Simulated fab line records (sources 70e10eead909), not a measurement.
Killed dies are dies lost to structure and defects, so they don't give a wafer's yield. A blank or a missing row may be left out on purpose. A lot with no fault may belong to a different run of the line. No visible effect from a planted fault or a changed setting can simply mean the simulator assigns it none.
fab line records	flow nand-harc
record lots=6	wafers=17	last-day=33
route steps=1302 shown A_SLIT@940 A_SIN_REMOVE@947 A_WL_FILL@952 END@1302
lots with no fault: from the same line, run without faults
start-h: the number of hours between the record's first day and the start of the first shown wafer of the lot	wait-h: hours since the lot's step before	" same as the row above	L1.1+2: one row covering several wafers at once	- value missing, or start not given	* or withheld: withheld	< > ~ a bound
route shown NAME@n: a module of which the file shows steps, and the number in the route of the first	usual: mean and standard deviation over wafers with no fault	same: alike in all rows	chamber/n: place in a boat	sites: the reading at each site	_std_site: the standard deviation of these	_edge_site: mean of outer sites minus mean of inner sites	radius-mm: how far each site lies from the wafer's centre	mask NAME#n: copy n	behind: the tool/chamber that last shaped the wafer	hold: what put the lot on hold/how long, in hours/how the hold closed	device: which transistor (n, p or np) failed to switch	end of line: the tests these same wafers got at the end of their route	for a step that has no rows: nothing shown but its recipe	killed: dies lost to structure and defects at the first sort, not the wafer's yield	map: the dies of a wafer, with x for killed, . for not killed, _ for no die there
set.NAME: the run value of the setting; set.NAME@STEP: its run value at that earlier step	model.NAME: the simulator's own value behind a step, which no gauge read
a table for each step, a row for each wafer; lots at some steps of the route
services: a tool's chamber out of use, with start hour (start-h, from the record's first day; less than 0 if before it), hours out, and reason
## steps
# step NHARC_A_SLIT_ETCH_26
# recipe bias-v=400	source-w=2000	pressure-mtorr=25	time-s=90	ar-flow-sccm=375	c4f8-flow-sccm=41.7	o2-flow-sccm=83.3	target-depth-a=4000	chemistry=C4F8/O2/Ar
# usual chamber-pressure-mTorr=24.998/0.022	drypump-motor-current-A=5.29/0.19	showerhead-plenum-p-Torr=3.78/0.17	throttle-valve-pct=27.619/0.009
lot.wafer	tool	chamber	start-h	wait-h	chamber-pressure-mTorr	drypump-motor-current-A	rf-hours-counter-h	showerhead-plenum-p-Torr	throttle-valve-pct
L380.2	har-etch-02	1	458.88	2.5	25.011	5.25	34	3.96	27.607
L380.4	"	0	"	"	25.020	5.46	-	3.96	27.628
L380.6	"	0	"	"	25.004	5.46	-	3.96	27.613
L385.1	har-etch-02	0	526.28	3.0	25.034	5.45	76	3.94	27.619
L385.2	"	1	"	"	24.982	5.29	76	3.94	27.616
L385.4	"	0	"	"	25.039	5.46	-	3.94	27.609
L390.2	har-etch-02	1	560.74	3.0	24.989	5.26	95	3.92	27.622
L390.4	"	0	"	"	25.022	5.48	-	3.93	27.606
L394.2	har-etch-02	0	623.85	3.1	25.007	5.47	133	3.90	27.615
L394.4	"	1	"	"	24.984	5.26	-	3.90	27.613
L394.6	"	1	"	"	25.003	5.27	-	3.90	27.624
L401.2	har-etch-02	0	679.02	2.4	25.001	5.46	167	3.88	27.607
L401.4	"	0	"	"	25.011	5.44	-	3.88	27.627
L401.6	"	1	"	"	24.971	5.26	-	3.88	27.612
L403.2	har-etch-01	0	686.99	2.4	24.960	5.42	378	3.51	27.620
L403.6	"	1	"	"	24.995	4.96	-	3.61	27.603
L403.5	"	0	"	"	24.980	5.39	-	3.51	27.614
# step NHARC_A_SLIT_STRIP_28
# recipe o2-flow-sccm=400	cos-flow-sccm=20	ar-flow-sccm=0	bias-w=0	chemistry=O2/COS
# step NHARC_A_SLIT_ETCH_29
# recipe target-depth-a=1000	overetch-a=100	time-s=55	ion-energy-ev=100	cf4-flow-sccm=80	o2-flow-sccm=20	ar-flow-sccm=0	rf-w=300	bias-w=100	chemistry=CF4/O2
# usual chamber-pressure-mTorr=30.000/0.027	drypump-motor-current-A=5.6/0.53	oes-product-au=1.002/0.013	rf-vpp-V=199.0/1.3	showerhead-plenum-p-Torr=1.39/0.043	throttle-valve-pct=13.396/0.0092
lot.wafer	tool	chamber	start-h	wait-h	chamber-pressure-mTorr	drypump-motor-current-A	oes-product-au	rf-hours-counter-h	rf-vpp-V	showerhead-plenum-p-Torr	throttle-valve-pct
L380.2	rie-diel-04	0	459.74	0.1	29.961	5.4	1.007	5.9	198.7	1.43	13.383
L380.4	"	3	"	"	30.027	6.3	1.013	5.7	199.4	1.41	13.400
L380.6	"	1	"	"	30.010	4.7	0.997	-	199.0	1.43	13.389
L385.2	rie-diel-11	0	527.18	0.1	29.993	5.6	1.003	5.5	197.4	1.34	13.391
L385.1	"	1	"	"	30.009	4.9	0.971	5.7	198.5	1.38	13.384
L385.4	"	3	"	"	29.970	5.5	1.019	-	199.7	1.42	13.408
L390.2	rie-diel-03	3	561.63	0.1	30.015	5.6	0.997	5.2	200.0	1.42	13.376
L390.4	"	2	"	"	30.013	5.5	1.010	5.3	198.9	1.38	13.405
L394.2	rie-diel-11	2	624.73	0.1	29.958	6.6	0.986	0.3	199.1	1.30	13.401
L394.4	"	3	"	"	29.956	5.5	0.993	0.3	200.0	1.42	13.403
L394.6	"	3	"	"	30.005	5.5	0.993	-	199.6	1.42	13.408
L401.4	rie-diel-11	3	679.87	0.1	30.002	5.5	0.999	3.7	199.1	1.42	13.388
L401.2	"	2	"	"	29.998	6.6	0.975	4.2	197.2	1.30	13.402
L401.6	"	3	"	"	30.024	5.5	0.998	-	200.5	1.42	13.390
L403.2	rie-diel-11	3	687.86	0.1	29.994	5.5	0.997	3.9	198.9	1.42	13.405
L403.5	"	0	"	"	30.001	5.7	1.020	-	198.6	1.34	13.403
L403.6	"	1	"	"	30.012	4.9	0.975	-	197.8	1.37	13.384
# step NHARC_A_SLIT_STRIP_18
# recipe o2-flow-sccm=500	ar-flow-sccm=0	bias-w=0	chemistry=O2
# usual chamber-pressure-mTorr=60.00/0.055	drypump-motor-current-A=5.6/0.55	oes-product-au=0.999/0.014	rf-vpp-V=58.1/0.95	showerhead-plenum-p-Torr=3.66/0.12	throttle-valve-pct=17.036/0.0086
lot.wafer	tool	chamber	start-h	wait-h	chamber-pressure-mTorr	drypump-motor-current-A	oes-product-au	rf-hours-counter-h	rf-vpp-V	showerhead-plenum-p-Torr	throttle-valve-pct
L380.4	rie-diel-04	0	-	-	60.05	5.4	1.011	5.9	57.3	3.77	17.053
L380.2	"	1	"	"	60.03	4.7	1.002	6.1	59.6	3.76	17.053
L380.6	"	0	"	"	59.90	5.4	1.007	-	58.4	3.77	17.048
L385.2	rie-diel-11	0	-	-	60.04	5.7	1.003	5.5	59.4	3.55	17.030
L385.1	"	1	"	"	59.95	4.9	0.956	5.7	59.0	3.63	17.037
L385.4	"	3	"	"	59.98	5.5	0.994	-	57.6	3.74	17.036
L390.4	rie-diel-03	2	-	-	59.96	5.5	0.996	5.4	58.2	3.65	17.038
L390.2	"	3	"	"	60.02	5.6	0.984	5.2	57.0	3.75	17.030
L394.2	rie-diel-11	3	-	-	59.93	5.5	0.993	0.4	59.5	3.74	17.045
L394.4	"	0	"	"	60.04	5.7	1.014	0.6	57.9	3.55	17.027
L394.6	"	2	"	"	60.00	6.6	0.986	-	57.8	3.45	17.035
L401.4	rie-diel-11	0	-	-	60.10	5.7	1.017	4.8	56.9	3.55	17.041
L401.2	"	2	"	"	60.06	6.7	0.986	4.2	56.4	3.45	17.035
L401.6	"	0	"	"	60.02	5.6	1.017	-	59.2	3.55	17.049
L403.2	rie-diel-11	1	-	-	60.01	4.9	0.973	5.5	59.8	3.63	17.039
L403.6	"	2	"	"	60.07	6.6	0.966	-	58.2	3.45	17.043
L403.5	"	3	"	"	60.00	5.5	0.992	-	58.6	3.73	17.048
# step NHARC_A_SLIT_PRECLEAN_19
# recipe time-s=*	temp-c=50	bath-age-min=0	chemistry=SC1
# step NHARC_A_SLIT_SRD_20
# step NHARC_A_SLIT_CD_MEAS_21
# usual cd-nm=289.7/1.2
lot.wafer	tool	chamber	start-h	wait-h	cd-nm
L380.2	cd-sem-01	-	460.27	-	287.6
L380.4	"	-	"	"	290.1
L380.6	"	-	"	"	289.3
L385.1	cd-sem-03	-	527.78	-	289.9
L385.2	"	-	"	"	290.5
L385.4	"	-	"	"	289.8
L390.2	cd-sem-02	-	562.16	-	289.6
L390.4	"	-	"	"	289.4
L394.2	cd-sem-03	-	625.27	-	290.5
L394.4	"	-	"	"	289.8
L394.6	"	-	"	"	289.9
L401.2	cd-sem-03	-	680.41	-	292.0
L401.4	"	-	"	"	289.7
L401.6	"	-	"	"	289.8
L403.2	cd-sem-01	-	688.42	0.1	290.9
L403.5	"	-	"	"	289.4
L403.6	"	-	"	"	291.1
# step NHARC_A_SIN_REMOVE_WET_00
# recipe temp-c=160	time-s=15300	chemistry=H3PO4
# step NHARC_A_SIN_REMOVE_PRECLEAN_01
# recipe time-s=*	temp-c=50	bath-age-min=0	chemistry=SC1
# step NHARC_A_SIN_REMOVE_SRD_02
# step NHARC_A_SIN_REMOVE_INSPECT_04
# usual raw-defect-count=390/73
lot.wafer	tool	chamber	start-h	wait-h	raw-defect-count
L380.2	defect-inspect-01	-	466.86	0.0	321
L380.4	"	-	"	"	360
L380.6	"	-	"	"	453
L385.1	defect-inspect-02	-	534.42	0.0	305
L385.2	"	-	"	"	322
L385.4	"	-	"	"	342
L390.2	defect-inspect-01	-	568.85	0.0	301
L390.4	"	-	"	"	342
L394.2	defect-inspect-02	-	631.89	0.0	490
L394.4	"	-	"	"	371
L394.6	"	-	"	"	370
L401.2	defect-inspect-02	-	687.03	0.0	312
L401.4	"	-	"	"	277
L401.6	"	-	"	"	368
L403.2	defect-inspect-01	-	696.67	0.0	326
L403.5	"	-	"	"	410
L403.6	"	-	"	"	452
# step NHARC_A_WL_FILL_ALD_00
# recipe target-thk-a=30	pulse-time-s=3	ald-cycles=30	temp-c=300	material=Al2O3
# usual ald-cycles=30/0	heater-power-w=435/34	precursor-pulse-height-rel=0.998/0.02
lot.wafer	tool	chamber	start-h	wait-h	ald-cycles	heater-power-w	precursor-pulse-height-rel
L380.2	ald-hk-03	1	468.35	1.5	30	450	0.997
L380.4	"	3	"	"	30	473	0.955
L380.6	"	0	"	"	30	407	1.007
L385.2	ald-hk-04	2	534.49	0.1	34	418	1.031
L385.1	"	3	"	"	30	438	1.026
L385.4	"	1	"	"	30	469	1.017
L390.2	ald-hk-04	3	568.94	0.1	34	435	0.982
L390.4	"	1	"	"	30	468	0.987
L394.2	ald-hk-04	2	631.95	0.1	30	442	1.012
L394.4	"	1	"	"	30	473	0.982
L394.6	"	2	"	"	30	442	0.996
L401.2	ald-hk-04	2	687.10	0.1	30	426	1.029
L401.4	"	1	"	"	30	465	0.991
L401.6	"	3	"	"	30	440	1.016
L403.2	ald-hk-01	1	696.79	0.1	30	508	1.008
L403.5	"	3	"	"	30	355	1.053
L403.6	"	0	"	"	30	410	1.000
# step NHARC_A_WL_FILL_RTA_01
# recipe temp-c=1000	time-s=5
# usual lamp-power-pct=31.2/1.5	wafer_temp_C_max=1006.0/1.9
lot.wafer	tool	chamber	start-h	wait-h	lamp-power-pct	wafer_temp_C_max
L380.2	rtp-anneal-01	0	468.62	-	29.3	1009.4
L380.4	"	0	"	"	29.3	1004.6
L380.6	"	0	"	"	29.3	1007.1
L385.1	rtp-anneal-02	0	534.75	-	32.5	1005.7
L385.2	"	0	"	"	32.4	1004.7
L385.4	"	0	"	"	32.4	1004.1
L390.2	rtp-anneal-01	0	569.21	-	29.4	1007.0
L390.4	"	0	"	"	29.4	1008.5
L394.2	rtp-anneal-01	0	632.25	-	29.3	1007.0
L394.4	"	0	"	"	29.3	1007.4
L394.6	"	0	"	"	29.4	1007.7
L401.2	rtp-anneal-02	0	687.39	-	32.5	1004.3
L401.4	"	0	"	"	32.5	1004.4
L401.6	"	0	"	"	32.5	1003.9
L403.2	rtp-anneal-01	0	697.03	-	29.3	1008.0
L403.5	"	0	"	"	29.3	1008.0
L403.6	"	0	"	"	29.4	1007.5
# step NHARC_END_SORT_01
# recipe temp-c=25
# usual killed-at-array=64/20	killed-at-other=0.7/1.1	killed-at-periphery=3.6/2.7	killed-dies=68/20	killed-open=2.8/1.9	killed-short=2.3/1.5
# same gross-dies=677
lot.wafer	tool	chamber	start-h	wait-h	killed-at-array	killed-at-other	killed-at-periphery	killed-dies	killed-open	killed-short
L380.2	prober-01	0	572.40	2.8	59	0	2	61	2	1
L380.4	prober-01	0	573.99	3.4	54	0	7	61	2	7
L380.6	prober-01	0	575.58	4.0	48	1	3	52	2	3
L385.1	prober-01	0	645.46	2.5	67	0	2	69	5	1
L385.2	prober-01	0	646.26	2.8	54	3	2	59	2	3
L385.4	prober-01	0	647.87	3.4	63	1	0	64	3	4
L394.2	prober-02	0	731.44	2.8	74	0	2	76	1	2
L394.4	prober-02	0	733.04	3.4	84	0	1	85	3	1
L394.6	prober-02	0	734.65	4.0	84	0	0	84	3	3
# killed by level:class
L380.2 A_CHANNEL_HOLE_D2:chamber-film-flake=40 A_CONTACT:chamber-film-flake=8 A_BLC:chamber-film-flake=4 P_ZERO_WELL:chamber-film-flake=2 A_CHANNEL_FILL_D1:geometric-particle:open=1 A_CONTACT:geometric-particle:short=1 A_M0:geometric-particle:open=1 A_CHANNEL_HOLE_D1:chamber-film-flake=1
L380.4 A_CHANNEL_HOLE_D2:chamber-film-flake=34 A_BLC:chamber-film-flake=6 A_CHANNEL_FILL_D2:chamber-film-flake=4 P_ZERO_WELL:chamber-film-flake=3 A_CONTACT:chamber-film-flake=3 P_CONTACT:geometric-particle:short=2 A_ONON_D1:geometric-particle:short=2 A_M0:geometric-particle:short=2
L380.6 A_CHANNEL_HOLE_D2:chamber-film-flake=33 A_CONTACT:chamber-film-flake=3 A_BLC:chamber-film-flake=3 A_ONON_D2:geometric-particle:short=2 P_ZERO_WELL:chamber-film-flake=2 A_CHANNEL_HOLE_D1:chamber-film-flake=2 A_STAIRCASE:chamber-film-flake=2 P_CONTACT:geometric-particle:open=1
L385.1 A_CHANNEL_HOLE_D1:chamber-film-flake=40 A_CHANNEL_HOLE_D2:chamber-film-flake=8 A_CONTACT:chamber-film-flake=6 A_SLIT:chamber-film-flake=2 P_CONTACT:geometric-particle:open=1 A_DECK1_JOINT:geometric-particle:open=1 A_ONON_D2:geometric-particle:short=1 A_CHANNEL_FILL_D2:geometric-particle:open=1
L385.2 A_CHANNEL_HOLE_D1:chamber-film-flake=35 A_CHANNEL_HOLE_D2:chamber-film-flake=10 A_CONTACT:chamber-film-flake=3 A_CHANNEL_FILL_D1:chamber-film-flake=2 THIN_TSV:chamber-film-flake=2 P_M0:geometric-particle:open=1 A_CHANNEL_HOLE_D1:geometric-particle:open=1 A_ONON_D2:geometric-particle:short=1
L385.4 A_CHANNEL_HOLE_D1:chamber-film-flake=35 A_CHANNEL_HOLE_D2:chamber-film-flake=13 A_M0:geometric-particle:short=2 A_SLIT:chamber-film-flake=2 A_WL_FILL:chamber-film-flake=2 A_CONTACT:chamber-film-flake=2 A_SOURCE_PLATE:geometric-particle:open=1 A_ONON_D1:geometric-particle:short=1
L394.2 A_CHANNEL_HOLE_D1:chamber-film-flake=30 A_CHANNEL_HOLE_D2:chamber-film-flake=22 A_CONTACT:chamber-film-flake=6 A_SGD_CUT:chamber-film-flake=4 A_SLIT:chamber-film-flake=3 A_STAIRCASE:chamber-film-flake=3 A_ZERO_WELL:chamber-film-flake=2 A_DECK1_JOINT:chamber-film-flake=2
L394.4 A_CHANNEL_HOLE_D1:chamber-film-flake=36 A_CHANNEL_HOLE_D2:chamber-film-flake=24 A_CONTACT:chamber-film-flake=9 A_STAIRCASE:chamber-film-flake=6 A_SGD_CUT:chamber-film-flake=4 P_CONTACT:geometric-particle:open=1 A_CHANNEL_FILL_D2:geometric-particle:short=1 A_CHANNEL_FILL_D2:geometric-particle:open=1
L394.6 A_CHANNEL_HOLE_D1:chamber-film-flake=36 A_CHANNEL_HOLE_D2:chamber-film-flake=20 A_CONTACT:chamber-film-flake=10 A_SLIT:chamber-film-flake=6 A_DECK1_JOINT:geometric-particle:open=3 A_STAIRCASE:chamber-film-flake=3 A_SGD_CUT:chamber-film-flake=2 A_ONON_D2:geometric-particle:short=1
## services
tool	chamber	start-h	hours	kind
rie-diel-11	0	441.50	-	clean
rie-diel-11	1	441.50	-	clean
rie-diel-11	2	441.50	-	clean
rie-diel-11	3	441.50	-	clean
rie-diel-03	-	458.30	9.0	pm
rie-diel-11	0	466.00	-	clean
rie-diel-11	2	472.17	13.9	repair
ald-hk-01	-	476.06	10.0	pm
ald-hk-03	-	486.29	1.1	repair
rie-diel-11	-	498.38	18.5	repair
rie-diel-11	2	520.48	8.3	repair
rie-diel-04	-	531.90	9.0	pm
rie-diel-11	2	550.39	5.2	repair
ald-hk-03	-	577.73	10.0	pm
rie-diel-11	3	593.15	1.6	repair
rie-diel-04	2	609.18	3.8	repair
rie-diel-11	-	609.50	9.0	pm
ald-hk-04	-	610.75	10.0	pm
rie-diel-03	-	635.30	9.0	pm
rie-diel-03	3	645.45	1.9	repair
har-etch-02	-	645.61	8.0	repair
rie-diel-04	-	657.09	0.8	repair
har-etch-01	-	659.75	14.1	repair
har-etch-01	-	676.88	1.0	repair
## key
first-sign step=NHARC_A_WL_FILL_ALD_00	reading=ald-cycles	direction=up	sigmas=99+	usual=30	struck=34
effect none on later readings
met-at NHARC_A_WL_FILL_ALD_00
struck-wafers L385.2,L390.2
tester-left-out L385,L390
fault kind=process-parameter-drift	tool=ald-hk-04	chamber=-	onset-h=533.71	steps=NHARC_A_WL_FILL_ALD_00	channel=ald-cycles	offset=4	shape=step	end-h=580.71	scope=struck-wafers-only	acts-in=these-recipes-only	stated=30
# tester-left-out: of these lots the tester's yield and bins aren't shown, on N5 and GAA mostly nor the transistor test; their killed dies are dies lost to structure and defects alone, not to doping, threshold or leakage, so they don't give the yield
